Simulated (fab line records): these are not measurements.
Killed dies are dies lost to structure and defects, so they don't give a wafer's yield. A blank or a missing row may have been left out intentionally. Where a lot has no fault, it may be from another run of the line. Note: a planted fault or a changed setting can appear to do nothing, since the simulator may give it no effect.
Which tool is to blame? | flow nand_harc | 13 lots with 37 wafers sampled at 5 steps, on a route of 1159 steps

== WHAT THE GAUGES READ, wafer by wafer ==
NHARC_END_SORT_01. Usual: killed_at_array 27, standard deviation 11; killed_at_other 0.7, standard deviation 1.1; killed_at_periphery 3.6, standard deviation 2.4; killed_dies 32, standard deviation 11; killed_open 3.3, standard deviation 1.8; killed_short 2.1, standard deviation 1.5.
lot  | measured     | on        | killed_at_array | killed_at_other | killed_at_periphery | killed_dies | killed_open | killed_short | flag
L936 | day 21 22:07 | prober-02 | 33 672 26       | 1 0 0           | 3 5 4               | 37 677 30   | 6 5 4       | 3 1 2        | OFF

== EACH LOT AND THE TOOL THAT RAN IT (in order: tool; ch and the chambers of the sampled wafers; start) ==
lot  | NHARC_A_STAIRCASE_TRIM_18                     | NHARC_A_STAIRCASE_ETCH_19          | NHARC_A_STAIRCASE_TRIM_24                     | NHARC_A_STAIRCASE_ETCH_25
L926 | rie_diel-08 ch 1,3, day 10 18:05 or earlier   | rie_diel-08 ch 1,3, day 10 18:05   | rie_diel-13 ch 0,2, no start                  | rie_diel-13 ch 1,2, no start
L929 | rie_diel-08 ch 0,3, day 11 15:13 or earlier   | rie_diel-08 ch 0,1,3, day 11 15:13 | rie_diel-05 ch 0,1,2, no start                | rie_diel-05 ch 0,3, no start
L931 | rie_diel-05 ch 0,1,2, day 11 22:20 or earlier | rie_diel-05 ch 1,3, day 11 22:20   | rie_diel-13 ch 1,2,3, no start                | rie_diel-13 ch 0,1,2, no start
L932 | rie_diel-05 ch 0,1,3, day 12 18:57 or earlier | rie_diel-05 ch 0,1,3, day 12 18:57 | rie_diel-05 ch 0,1,2, no start                | rie_diel-05 ch 0,1,2, no start
L933 | rie_diel-08 ch 1,2,3, day 12 19:50 or earlier | rie_diel-08 ch 0,1,2, day 12 19:50 | rie_diel-05 ch 0,1,3, no start                | rie_diel-05 ch 0,2,3, no start
L935 | rie_diel-05 ch 2,3, day 12 23:34 or earlier   | rie_diel-05 ch 1,3, day 12 23:34   | rie_diel-13 ch 1,2, no start                  | rie_diel-13 ch 0,1, no start
L936 | rie_diel-05 ch 0,1,3, day 13 06:04 or earlier | rie_diel-05 ch 0,1,2, day 13 06:04 | rie_diel-05 ch 0,1,2, day 21 22:07 or earlier | rie_diel-05 ch 2,3, day 21 22:07 or earlier
L937 | rie_diel-05 ch 1,2, day 13 09:17 or earlier   | rie_diel-05 ch 1,2, day 13 09:17   | rie_diel-08 ch 0,3, no start                  | rie_diel-08 ch 0,3, no start
L944 | rie_diel-08 ch 1,2,3, day 15 07:49 or earlier | rie_diel-08 ch 1,2, day 15 07:49   | rie_diel-13 ch 0,1,2, no start                | rie_diel-13 ch 0,1,3, no start
L946 | rie_diel-13 ch 1,3, day 15 13:14 or earlier   | rie_diel-13 ch 0,2, day 15 13:14   | rie_diel-08 ch 0,1,2, no start                | rie_diel-08 ch 2,3, no start
L947 | rie_diel-05 ch 0,1, day 16 09:57 or earlier   | rie_diel-05 ch 0,1,2, day 16 09:57 | rie_diel-13 ch 2,3, no start                  | rie_diel-13 ch 2,3, no start
L949 | rie_diel-05 ch 2,3, day 16 11:03 or earlier   | rie_diel-05 ch 0,1,2, day 16 11:03 | rie_diel-13 ch 0,1,2, no start                | rie_diel-13 ch 1,2,3, no start
L948 | rie_diel-08 ch 0,1, day 16 15:23 or earlier   | rie_diel-08 ch 0,1,3, day 16 15:23 | rie_diel-13 ch 1,2,3, no start                | rie_diel-13 ch 1,2, no start
- NHARC_A_STAIRCASE_TRIM_18: chemistry O2, time 211.2 s.
- NHARC_A_STAIRCASE_ETCH_19: etches the open film in C4F8/O2, target depth 100 nm, time 40.5 s.
- NHARC_A_STAIRCASE_TRIM_24: chemistry O2, time 211.2 s.
- NHARC_A_STAIRCASE_ETCH_25: etches the open film in C4F8/O2, target depth 100 nm, time 40.5 s.

== AS READ BY THE TOOLS THEMSELVES (means over the sampled wafers that have a number; for cases with no such wafer, the mark the record gives instead) ==
NHARC_A_STAIRCASE_TRIM_18. Usual: drypump_motor_current_A 5.8 A, standard deviation 0.47; o2_flow_sccm 499.9 sccm, standard deviation 1.6; oes_product_au 1.004 a.u., standard deviation 0.014; rf_vpp_V 57.5 V, standard deviation 0.94; showerhead_plenum_p_Torr 3.43 Torr, standard deviation 0.13; throttle_valve_pct 17.037 %, standard deviation 0.0097.
lot  | tool        | drypump_motor_current_A (A) | o2_flow_sccm (sccm) | oes_product_au (a.u.) | rf_vpp_V (V) | showerhead_plenum_p_Torr (Torr) | throttle_valve_pct (%) | flag
L926 | rie_diel-08 | 5.8                         | 499.1               | 1.025                 | 57.3         | 3.33                            | 17.043                 |
L929 | rie_diel-08 | 5.3                         | 499.7               | 1.018                 | 56.9         | 3.33                            | 17.038                 |
L931 | rie_diel-05 | 6.0                         | 501.1               | 1.000                 | 56.7         | 3.52                            | 17.037                 |
L932 | rie_diel-05 | 5.9                         | 497.5               | 0.996                 | 58.0         | 3.51                            | 17.034                 |
L933 | rie_diel-08 | 5.4                         | 498.9               | 1.014                 | 56.7         | 3.33                            | 17.032                 |
L935 | rie_diel-05 | 5.9                         | 498.9               | 1.005                 | 56.5         | 3.43                            | 17.032                 |
L936 | rie_diel-05 | 5.9                         | 499.7               | 1.001                 | 58.8         | 3.50                            | 17.036                 |
L937 | rie_diel-05 | 6.3                         | 499.3               | 1.010                 | 58.2         | 3.57                            | 17.041                 |
L944 | rie_diel-08 | 5.4                         | 501.0               | 1.013                 | 57.0         | 3.32                            | 17.036                 |
L946 | rie_diel-13 | 6.0                         | 498.6               | 0.996                 | 58.3         | 3.54                            | 17.031                 |
L947 | rie_diel-05 | 6.1                         | 499.8               | 1.015                 | 57.9         | 3.58                            | 17.041                 |
L949 | rie_diel-05 | 5.9                         | 500.8               | 0.999                 | 56.8         | 3.41                            | 17.034                 |
L948 | rie_diel-08 | 5.6                         | 500.3               | 1.000                 | 57.4         | 3.34                            | 17.043                 |

NHARC_A_STAIRCASE_ETCH_19. Usual: oes_product_au 0.945 a.u., standard deviation 0.014; rf_vpp_V 892 V, standard deviation 4.8.
lot  | tool        | oes_product_au (a.u.) | rf_vpp_V (V) | flag
L926 | rie_diel-08 | 0.971                 | 890          |
L929 | rie_diel-08 | 0.963                 | 889          |
L931 | rie_diel-05 | 0.938                 | 896          |
L932 | rie_diel-05 | 0.927                 | 895          |
L933 | rie_diel-08 | 0.945                 | 889          |
L935 | rie_diel-05 | 0.851                 | 898          | OFF
L936 | rie_diel-05 | 0.885                 | 895          | OFF
L937 | rie_diel-05 | 0.853                 | 897          | OFF
L944 | rie_diel-08 | 0.933                 | 889          |
L946 | rie_diel-13 | 0.939                 | 891          |
L947 | rie_diel-05 | 0.939                 | 896          |
L949 | rie_diel-05 | 0.947                 | 895          |
L948 | rie_diel-08 | 0.963                 | 889          |

NHARC_A_STAIRCASE_TRIM_24. Usual: drypump_motor_current_A 5.8 A, standard deviation 0.48; o2_flow_sccm 499.8 sccm, standard deviation 1.3; oes_product_au 0.999 a.u., standard deviation 0.013; rf_vpp_V 57.6 V, standard deviation 0.89; showerhead_plenum_p_Torr 3.46 Torr, standard deviation 0.14; throttle_valve_pct 17.038 %, standard deviation 0.0084.
lot  | tool        | drypump_motor_current_A (A) | o2_flow_sccm (sccm) | oes_product_au (a.u.) | rf_vpp_V (V) | showerhead_plenum_p_Torr (Torr) | throttle_valve_pct (%) | flag
L926 | rie_diel-13 | 5.8                         | 500.8               | 1.004                 | 57.8         | 3.40                            | 17.037                 |
L929 | rie_diel-05 | 6.0                         | 499.7               | 1.004                 | 57.2         | 3.52                            | 17.034                 |
L931 | rie_diel-13 | 5.7                         | 500.6               | 0.989                 | 57.9         | 3.57                            | 17.038                 |
L932 | rie_diel-05 | 6.0                         | 500.3               | 1.002                 | 58.5         | 3.52                            | 17.037                 |
L933 | rie_diel-05 | 5.9                         | 498.8               | 1.005                 | 57.4         | 3.50                            | 17.039                 |
L935 | rie_diel-13 | 5.5                         | 500.1               | 0.980                 | 57.8         | 3.46                            | 17.035                 |
L936 | rie_diel-05 | 6.0                         | 499.8               | 0.996                 | 57.7         | 3.51                            | 17.039                 |
L937 | rie_diel-08 | 5.4                         | 498.9               | 1.012                 | 58.0         | 3.33                            | 17.041                 |
L944 | rie_diel-13 | 5.7                         | 498.9               | 0.992                 | 57.9         | 3.41                            | 17.029                 |
L946 | rie_diel-08 | 5.5                         | 499.9               | 0.999                 | 57.0         | 3.34                            | 17.038                 |
L947 | rie_diel-13 | 5.8                         | 498.8               | 0.983                 | 57.3         | 3.65                            | 17.035                 |
L949 | rie_diel-13 | 5.7                         | 499.2               | 0.994                 | 57.3         | 3.41                            | 17.046                 |
L948 | rie_diel-13 | 5.7                         | 499.2               | 0.988                 | 57.8         | 3.54                            | 17.045                 |

NHARC_A_STAIRCASE_ETCH_25. Usual: oes_product_au 0.943 a.u., standard deviation 0.014; rf_vpp_V 893 V, standard deviation 5.3.
lot  | tool        | oes_product_au (a.u.) | rf_vpp_V (V) | flag
L926 | rie_diel-13 | 0.938                 | 894          |
L929 | rie_diel-05 | 0.935                 | 892          |
L931 | rie_diel-13 | 0.944                 | 893          |
L932 | rie_diel-05 | 0.940                 | 894          |
L933 | rie_diel-05 | 0.942                 | 892          |
L935 | rie_diel-13 | 0.949                 | 892          |
L936 | rie_diel-05 | 0.949                 | 892          |
L937 | rie_diel-08 | 0.961                 | 889          |
L944 | rie_diel-13 | 0.935                 | 896          |
L946 | rie_diel-08 | 0.939                 | 888          |
L947 | rie_diel-13 | 0.921                 | 901          |
L949 | rie_diel-13 | 0.937                 | 897          |
L948 | rie_diel-13 | 0.919                 | 892          |

== THE ANSWER, worked out from the rows above alone ==
Rule: lot off if the mean of its wafers having a number is beyond 3 standard deviations from the usual mean. A lot without any number at a reading at which 4 lots or more have one is off too. All remaining lots with rows at the step are treated as sound. First the gauges in route order, then the tools' own readings, where a lot's mean is used as printed above. The first step at which some lot is off is used, and at that step the reading that is off furthest; a lot without a number counts as furthest.
Off at NHARC_END_SORT_01 (killed_at_array): L936. Neither off nor sound, because the step has no rows for them: L926, L929, L931, L932, L933, L935, L937, L944, L946, L947, L949, L948.
If a tool, at a process step before that reading, ran all the lots that are off and no sound lot after the first of them, it fits. The gauges at NHARC_END_SORT_01 aren't tried: what is off there is off at NHARC_A_STAIRCASE_ETCH_19 too, on other tools, and a gauge's error can't cause that. NHARC_A_STAIRCASE_TRIM_18 gives no start for some lots, so the hours and the order of its lots are those of NHARC_A_STAIRCASE_ETCH_19. NHARC_A_STAIRCASE_TRIM_24 gives no start for some lots, so the hours and the order of its lots are those of NHARC_END_SORT_01. NHARC_A_STAIRCASE_ETCH_25 gives no start for some lots, so the hours and the order of its lots are those of NHARC_END_SORT_01. One fits: rie_diel-05 at NHARC_A_STAIRCASE_TRIM_18 and NHARC_A_STAIRCASE_ETCH_19 and NHARC_A_STAIRCASE_TRIM_24 and NHARC_A_STAIRCASE_ETCH_25. It ran no sound lot before its first lot that is off in this sample, so the start can't be narrowed down.

== WHAT THE SIMULATOR HAD INSERTED ==
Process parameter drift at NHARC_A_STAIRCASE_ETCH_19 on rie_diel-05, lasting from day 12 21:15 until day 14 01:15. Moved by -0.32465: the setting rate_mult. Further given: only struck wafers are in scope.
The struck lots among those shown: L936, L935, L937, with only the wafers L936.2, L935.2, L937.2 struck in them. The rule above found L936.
